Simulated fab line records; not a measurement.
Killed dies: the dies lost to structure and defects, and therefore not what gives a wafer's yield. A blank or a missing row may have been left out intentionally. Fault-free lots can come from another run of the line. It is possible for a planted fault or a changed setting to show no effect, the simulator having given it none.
fab line records / flow n5_finfet
record: lots: 7 wafers: 21
route steps=1938 shown TV_LITHO@1879 PASSIVATION@1921
start_h: hours from the record's opening day to when the first of the lot's shown wafers began / wait_h: hours since the lot's step before / " identical to the entry in the row above / L1.1+2: a row that stands for several wafers / - value missing, or start not given / * or withheld: withheld / < > ~ a bound
route shown NAME@n: a module of which the file shows steps, and the number in the route of the first / usual: the fault-free wafers' mean and standard deviation / same: alike in all rows / chamber/n: place in a boat / sites: the reading at each site / _std_site: the values' standard deviation / _edge_site: the outer-site mean with the inner-site mean subtracted / radius_mm: for every site, how far away it sits from the centre of the wafer / mask NAME#n: copy n / behind: tool/chamber where the wafer was last shaped / hold: why the lot went on hold/how many hours it stayed there/how the hold came to an end / device: the transistor (n, p or np) that didn't switch / end of line: the same wafers' tests at the end of the route / step lacking rows: just its recipe / killed: dies lost to structure and defects at the first sort, not the wafer's yield / map: dies across one wafer; x = killed, . = not, _ = none there
set.NAME: setting as actually run; set.NAME@STEP: the setting as run at that earlier step / model.NAME: the simulator's own value behind a step, which no gauge read
lots with deliberately changed settings; one table per step, one row per wafer
== steps ==
step: N5_PASSIVATION_EXPOSE_07
recipe: mask_id: TV na: 0.55 source_shape: conventional sigma_outer: 0.8 polarization: unpolarized defocus_nm: 0 target_cd_nm: 3000 dose_mj: 22.75
lot.wafer=L074.3+6 tool=krf_scanner-02 chamber=0 start_h=307.84 wait_h=- mask=TV#0 set.dose_mj=23.41
lot.wafer=L074.4 tool=krf_scanner-02 chamber=0 start_h=307.84 wait_h=- mask=TV#0 set.dose_mj=22.75
lot.wafer=L078.1+4 tool=krf_scanner-02 chamber=0 start_h=346.92 wait_h=- mask=TV#0 set.dose_mj=21.09
lot.wafer=L078.2 tool=krf_scanner-02 chamber=0 start_h=346.92 wait_h=- mask=TV#0 set.dose_mj=22.75
lot.wafer=L083.4+5+6 tool=krf_scanner-01 chamber=0 start_h=355.53 wait_h=- mask=TV#0 set.dose_mj=22.75
lot.wafer=L089.2+3+4 tool=krf_scanner-01 chamber=0 start_h=382.03 wait_h=- mask=TV#0 set.dose_mj=22.75
lot.wafer=L087.2+3+6 tool=krf_scanner-02 chamber=0 start_h=388.41 wait_h=- mask=TV#0 set.dose_mj=22.75
lot.wafer=L091.2+3+4 tool=krf_scanner-02 chamber=0 start_h=401.72 wait_h=- mask=TV#0 set.dose_mj=22.75
lot.wafer=L096.1+4 tool=krf_scanner-02 chamber=0 start_h=427.30 wait_h=- mask=TV#0 set.dose_mj=22.75
lot.wafer=L096.6 tool=krf_scanner-02 chamber=0 start_h=427.30 wait_h=- mask=TV#0 set.dose_mj=21.43
step: N5_PASSIVATION_PEB_08
recipe: peb_temp_c: withheld peb_time_s: *
step: N5_PASSIVATION_DEVELOP_09
recipe: develop_time_s: 60 rinse_liquid: diw dry: air_spin dev_temp_c: 21
step: N5_PASSIVATION_HARDBAKE_11
recipe: temp_c: 130 time_s: 120
step: N5_PASSIVATION_CD_MEAS_10
recipe: target_cd_nm: 3000 landing_energy_ev: 500 detector: se_inlens
usual: cd_nm: 2999.1/2.2
lot.wafer=L074.3 tool=cd_sem-03 chamber=0 start_h=308.00 wait_h=- set.dose_mj@PASSIVATION_EXPOSE_07=23.41 cd_nm=3003.3
lot.wafer=L074.4 tool=cd_sem-03 chamber=0 start_h=308.00 wait_h=- set.dose_mj@PASSIVATION_EXPOSE_07=22.75 cd_nm=2998.1
lot.wafer=L074.6 tool=cd_sem-03 chamber=0 start_h=308.00 wait_h=- set.dose_mj@PASSIVATION_EXPOSE_07=23.41 cd_nm=3006.4
lot.wafer=L078.1 tool=cd_sem-02 chamber=0 start_h=347.09 wait_h=- set.dose_mj@PASSIVATION_EXPOSE_07=21.09 cd_nm=2982.8
lot.wafer=L078.2 tool=cd_sem-02 chamber=0 start_h=347.09 wait_h=- set.dose_mj@PASSIVATION_EXPOSE_07=22.75 cd_nm=3000.7
lot.wafer=L078.4 tool=cd_sem-02 chamber=0 start_h=347.09 wait_h=- set.dose_mj@PASSIVATION_EXPOSE_07=21.09 cd_nm=2984.6
lot.wafer=L083.4 tool=cd_sem-01 chamber=0 start_h=355.69 wait_h=- set.dose_mj@PASSIVATION_EXPOSE_07=22.75 cd_nm=3001.4
lot.wafer=L083.5 tool=cd_sem-01 chamber=0 start_h=355.69 wait_h=- set.dose_mj@PASSIVATION_EXPOSE_07=22.75 cd_nm=2995.9
lot.wafer=L083.6 tool=cd_sem-01 chamber=0 start_h=355.69 wait_h=- set.dose_mj@PASSIVATION_EXPOSE_07=22.75 cd_nm=2999.1
lot.wafer=L089.2 tool=cd_sem-02 chamber=0 start_h=382.20 wait_h=- set.dose_mj@PASSIVATION_EXPOSE_07=22.75 cd_nm=2999.5
lot.wafer=L089.3 tool=cd_sem-02 chamber=0 start_h=382.20 wait_h=- set.dose_mj@PASSIVATION_EXPOSE_07=22.75 cd_nm=3001.1
lot.wafer=L089.4 tool=cd_sem-02 chamber=0 start_h=382.20 wait_h=- set.dose_mj@PASSIVATION_EXPOSE_07=22.75 cd_nm=2999.4
lot.wafer=L087.2 tool=cd_sem-02 chamber=0 start_h=388.58 wait_h=- set.dose_mj@PASSIVATION_EXPOSE_07=22.75 cd_nm=3001.3
lot.wafer=L087.3 tool=cd_sem-02 chamber=0 start_h=388.58 wait_h=- set.dose_mj@PASSIVATION_EXPOSE_07=22.75 cd_nm=2996.1
lot.wafer=L087.6 tool=cd_sem-02 chamber=0 start_h=388.58 wait_h=- set.dose_mj@PASSIVATION_EXPOSE_07=22.75 cd_nm=2998.2
lot.wafer=L091.2 tool=cd_sem-02 chamber=0 start_h=401.89 wait_h=- set.dose_mj@PASSIVATION_EXPOSE_07=22.75 cd_nm=2997.2
lot.wafer=L091.3 tool=cd_sem-02 chamber=0 start_h=401.89 wait_h=- set.dose_mj@PASSIVATION_EXPOSE_07=22.75 cd_nm=3001.9
lot.wafer=L091.4 tool=cd_sem-02 chamber=0 start_h=401.89 wait_h=- set.dose_mj@PASSIVATION_EXPOSE_07=22.75 cd_nm=3001.7
lot.wafer=L096.1 tool=cd_sem-02 chamber=0 start_h=427.47 wait_h=- set.dose_mj@PASSIVATION_EXPOSE_07=22.75 cd_nm=2998.4
lot.wafer=L096.4 tool=cd_sem-02 chamber=0 start_h=427.47 wait_h=- set.dose_mj@PASSIVATION_EXPOSE_07=22.75 cd_nm=3000.1
lot.wafer=L096.6 tool=cd_sem-02 chamber=0 start_h=427.47 wait_h=- set.dose_mj@PASSIVATION_EXPOSE_07=21.43 cd_nm=2981.5
step: N5_PASSIVATION_DESCUM_12
recipe: chemistry: O2 time_s: 7.9 source_power_w: 50 bias_power_w: 20 pressure_mtorr: 20 rf_frequency_hz: 2.712e+07 temp_c: 40 o2_flow_sccm: 225
lot.wafer=L074.3 tool=rie_diel-05 chamber=3 start_h=308.09 wait_h=0.0 set.dose_mj@PASSIVATION_EXPOSE_07=23.41 model.TV_LITHO.cd_nm=3003
lot.wafer=L074.4 tool=rie_diel-05 chamber=1 start_h=308.09 wait_h=0.0 set.dose_mj@PASSIVATION_EXPOSE_07=22.75 model.TV_LITHO.cd_nm=2998
lot.wafer=L074.6 tool=rie_diel-05 chamber=3 start_h=308.09 wait_h=0.0 set.dose_mj@PASSIVATION_EXPOSE_07=23.41 model.TV_LITHO.cd_nm=-
lot.wafer=L078.1 tool=rie_diel-04 chamber=0 start_h=347.54 wait_h=0.4 set.dose_mj@PASSIVATION_EXPOSE_07=21.09 model.TV_LITHO.cd_nm=2983
lot.wafer=L078.2 tool=rie_diel-04 chamber=1 start_h=347.54 wait_h=0.4 set.dose_mj@PASSIVATION_EXPOSE_07=22.75 model.TV_LITHO.cd_nm=3001
lot.wafer=L078.4 tool=rie_diel-04 chamber=2 start_h=347.54 wait_h=0.4 set.dose_mj@PASSIVATION_EXPOSE_07=21.09 model.TV_LITHO.cd_nm=2984
lot.wafer=L083.4 tool=rie_diel-04 chamber=3 start_h=355.86 wait_h=0.1 set.dose_mj@PASSIVATION_EXPOSE_07=22.75 model.TV_LITHO.cd_nm=3001
lot.wafer=L083.5 tool=rie_diel-04 chamber=2 start_h=355.86 wait_h=0.1 set.dose_mj@PASSIVATION_EXPOSE_07=22.75 model.TV_LITHO.cd_nm=2996
lot.wafer=L083.6 tool=rie_diel-04 chamber=3 start_h=355.86 wait_h=0.1 set.dose_mj@PASSIVATION_EXPOSE_07=22.75 model.TV_LITHO.cd_nm=2999
lot.wafer=L089.2+4 tool=rie_diel-02 chamber=2 start_h=382.29 wait_h=0.0 set.dose_mj@PASSIVATION_EXPOSE_07=22.75 model.TV_LITHO.cd_nm=2999
lot.wafer=L089.3 tool=rie_diel-02 chamber=1 start_h=382.29 wait_h=0.0 set.dose_mj@PASSIVATION_EXPOSE_07=22.75 model.TV_LITHO.cd_nm=3001
lot.wafer=L087.2 tool=rie_diel-04 chamber=2 start_h=388.67 wait_h=0.0 set.dose_mj@PASSIVATION_EXPOSE_07=22.75 model.TV_LITHO.cd_nm=3001
lot.wafer=L087.3 tool=rie_diel-04 chamber=3 start_h=388.67 wait_h=0.0 set.dose_mj@PASSIVATION_EXPOSE_07=22.75 model.TV_LITHO.cd_nm=2996
lot.wafer=L087.6 tool=rie_diel-04 chamber=1 start_h=388.67 wait_h=0.0 set.dose_mj@PASSIVATION_EXPOSE_07=22.75 model.TV_LITHO.cd_nm=2998
lot.wafer=L091.2 tool=rie_diel-04 chamber=3 start_h=402.30 wait_h=0.4 set.dose_mj@PASSIVATION_EXPOSE_07=22.75 model.TV_LITHO.cd_nm=2997
lot.wafer=L091.3+4 tool=rie_diel-04 chamber=1,2 start_h=402.30 wait_h=0.4 set.dose_mj@PASSIVATION_EXPOSE_07=22.75 model.TV_LITHO.cd_nm=3002
lot.wafer=L096.1 tool=rie_diel-02 chamber=1 start_h=427.56 wait_h=0.0 set.dose_mj@PASSIVATION_EXPOSE_07=22.75 model.TV_LITHO.cd_nm=2998
lot.wafer=L096.4 tool=rie_diel-02 chamber=0 start_h=427.56 wait_h=0.0 set.dose_mj@PASSIVATION_EXPOSE_07=22.75 model.TV_LITHO.cd_nm=3000
lot.wafer=L096.6 tool=rie_diel-02 chamber=0 start_h=427.56 wait_h=0.0 set.dose_mj@PASSIVATION_EXPOSE_07=21.43 model.TV_LITHO.cd_nm=2982
step: N5_PASSIVATION_EXPOSE_41
recipe: mask_id: PASS_OPEN na: 0.55 defocus_nm: 0 source_shape: conventional sigma_outer: 0.8 polarization: unpolarized target_cd_nm: 40000 dose_mj: 57.25
lot.wafer=L074.3+6 tool=krf_scanner-02 chamber=0 start_h=311.79 wait_h=- mask=PASS_OPEN#0 set.dose_mj=60.94
lot.wafer=L074.4 tool=krf_scanner-02 chamber=0 start_h=311.79 wait_h=- mask=PASS_OPEN#0 set.dose_mj=57.25
lot.wafer=L078.1 tool=krf_scanner-02 chamber=0 start_h=350.45 wait_h=- mask=PASS_OPEN#0 set.dose_mj=57.25
lot.wafer=L078.2+4 tool=krf_scanner-02 chamber=0 start_h=350.45 wait_h=- mask=PASS_OPEN#0 set.dose_mj=61.31
lot.wafer=L083.4 tool=krf_scanner-01 chamber=0 start_h=359.20 wait_h=- mask=PASS_OPEN#0 set.dose_mj=57.25
lot.wafer=L083.5+6 tool=krf_scanner-01 chamber=0 start_h=359.20 wait_h=- mask=PASS_OPEN#0 set.dose_mj=60.62
lot.wafer=L089.2+3+4 tool=krf_scanner-01 chamber=0 start_h=386.04 wait_h=- mask=PASS_OPEN#0 set.dose_mj=57.25
lot.wafer=L087.2+3+6 tool=krf_scanner-01 chamber=0 start_h=392.26 wait_h=- mask=PASS_OPEN#0 set.dose_mj=57.25
lot.wafer=L091.2+3+4 tool=krf_scanner-02 chamber=0 start_h=406.70 wait_h=- mask=PASS_OPEN#0 set.dose_mj=59.24
lot.wafer=L096.1+4+6 tool=krf_scanner-02 chamber=0 start_h=432.36 wait_h=- mask=PASS_OPEN#0 set.dose_mj=57.25
step: N5_PASSIVATION_DEVELOP_43
recipe: develop_time_s: 60 rinse_liquid: diw dry: air_spin dev_temp_c: 21
lot.wafer=L074.3+4+6 tool=litho_track-02 chamber=0 start_h=- wait_h=- set.develop_time_s=60
lot.wafer=L078.1+4 tool=litho_track-01 chamber=0 start_h=- wait_h=- set.develop_time_s=60
lot.wafer=L078.2 tool=litho_track-01 chamber=0 start_h=- wait_h=- set.develop_time_s=65.56
lot.wafer=L083.4+6 tool=litho_track-04 chamber=0 start_h=- wait_h=- set.develop_time_s=60
lot.wafer=L083.5 tool=litho_track-04 chamber=0 start_h=- wait_h=- set.develop_time_s=56.24
lot.wafer=L089.2+4 tool=litho_track-02 chamber=0 start_h=- wait_h=- set.develop_time_s=60
lot.wafer=L089.3 tool=litho_track-02 chamber=0 start_h=- wait_h=- set.develop_time_s=51.17
lot.wafer=L087.2+3+6 tool=litho_track-02 chamber=0 start_h=- wait_h=- set.develop_time_s=60
lot.wafer=L091.2+4 tool=litho_track-02 chamber=0 start_h=- wait_h=- set.develop_time_s=54.68
lot.wafer=L091.3 tool=litho_track-02 chamber=0 start_h=- wait_h=- set.develop_time_s=60
lot.wafer=L096.1+4+6 tool=litho_track-02 chamber=0 start_h=- wait_h=- set.develop_time_s=72.46
step: N5_PASSIVATION_HARDBAKE_45
recipe: temp_c: 130 time_s: 120
step: N5_PASSIVATION_CD_MEAS_44
recipe: target_cd_nm: 40000 landing_energy_ev: 500 detector: se_inlens
usual: cd_nm: 39999/4.9
lot.wafer=L074.3 tool=cd_sem-03 chamber=0 start_h=311.95 wait_h=- set.dose_mj@PASSIVATION_EXPOSE_41=60.94 cd_nm=40020
lot.wafer=L074.4 tool=cd_sem-03 chamber=0 start_h=311.95 wait_h=- set.dose_mj@PASSIVATION_EXPOSE_41=57.25 cd_nm=39993
lot.wafer=L074.6 tool=cd_sem-03 chamber=0 start_h=311.95 wait_h=- set.dose_mj@PASSIVATION_EXPOSE_41=60.94 cd_nm=40026
lot.wafer=L078.1 tool=cd_sem-02 chamber=0 start_h=350.63 wait_h=- set.dose_mj@PASSIVATION_EXPOSE_41=57.25 cd_nm=40004
lot.wafer=L078.2 tool=cd_sem-02 chamber=0 start_h=350.63 wait_h=- set.dose_mj@PASSIVATION_EXPOSE_41=61.31 cd_nm=40027
lot.wafer=L078.4 tool=cd_sem-02 chamber=0 start_h=350.63 wait_h=- set.dose_mj@PASSIVATION_EXPOSE_41=61.31 cd_nm=40026
lot.wafer=L083.4 tool=cd_sem-03 chamber=0 start_h=359.37 wait_h=- set.dose_mj@PASSIVATION_EXPOSE_41=57.25 cd_nm=40004
lot.wafer=L083.5 tool=cd_sem-03 chamber=0 start_h=359.37 wait_h=- set.dose_mj@PASSIVATION_EXPOSE_41=60.62 cd_nm=40022
lot.wafer=L083.6 tool=cd_sem-03 chamber=0 start_h=359.37 wait_h=- set.dose_mj@PASSIVATION_EXPOSE_41=60.62 cd_nm=40022
lot.wafer=L089.2 tool=cd_sem-03 chamber=0 start_h=386.21 wait_h=- set.dose_mj@PASSIVATION_EXPOSE_41=57.25 cd_nm=40001
lot.wafer=L089.3 tool=cd_sem-03 chamber=0 start_h=386.21 wait_h=- set.dose_mj@PASSIVATION_EXPOSE_41=57.25 cd_nm=39987
lot.wafer=L089.4 tool=cd_sem-03 chamber=0 start_h=386.21 wait_h=- set.dose_mj@PASSIVATION_EXPOSE_41=57.25 cd_nm=39998
lot.wafer=L087.2 tool=cd_sem-03 chamber=0 start_h=392.43 wait_h=- set.dose_mj@PASSIVATION_EXPOSE_41=57.25 cd_nm=39997
lot.wafer=L087.3 tool=cd_sem-03 chamber=0 start_h=392.43 wait_h=- set.dose_mj@PASSIVATION_EXPOSE_41=57.25 cd_nm=39999
lot.wafer=L087.6 tool=cd_sem-03 chamber=0 start_h=392.43 wait_h=- set.dose_mj@PASSIVATION_EXPOSE_41=57.25 cd_nm=39996
lot.wafer=L091.2 tool=cd_sem-03 chamber=0 start_h=406.88 wait_h=- set.dose_mj@PASSIVATION_EXPOSE_41=59.24 cd_nm=40000
lot.wafer=L091.3 tool=cd_sem-03 chamber=0 start_h=406.88 wait_h=- set.dose_mj@PASSIVATION_EXPOSE_41=59.24 cd_nm=40011
lot.wafer=L091.4 tool=cd_sem-03 chamber=0 start_h=406.88 wait_h=- set.dose_mj@PASSIVATION_EXPOSE_41=59.24 cd_nm=40005
lot.wafer=L096.1 tool=cd_sem-03 chamber=0 start_h=432.54 wait_h=- set.dose_mj@PASSIVATION_EXPOSE_41=57.25 cd_nm=40001
lot.wafer=L096.4 tool=cd_sem-03 chamber=0 start_h=432.54 wait_h=- set.dose_mj@PASSIVATION_EXPOSE_41=57.25 cd_nm=40007
lot.wafer=L096.6 tool=cd_sem-03 chamber=0 start_h=432.54 wait_h=- set.dose_mj@PASSIVATION_EXPOSE_41=57.25 cd_nm=40004
== key ==
split: step: N5_PASSIVATION_EXPOSE_07 setting: dose_mj stated: 22.75 by: wafer
response: step: N5_PASSIVATION_CD_MEAS_10 reading: cd_nm change: +2.59 per: 1% r: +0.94
response: step: N5_PASSIVATION_DESCUM_12 reading: model.TV_LITHO.cd_nm change: +2.54 per: 1% r: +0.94
split: step: N5_PASSIVATION_EXPOSE_41 setting: dose_mj stated: 57.25 by: wafer
response: step: N5_PASSIVATION_CD_MEAS_44 reading: cd_nm change: +3.64 per: 1% r: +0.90
split: step: N5_PASSIVATION_DEVELOP_43 setting: develop_time_s stated: 60 by: wafer
response none clear
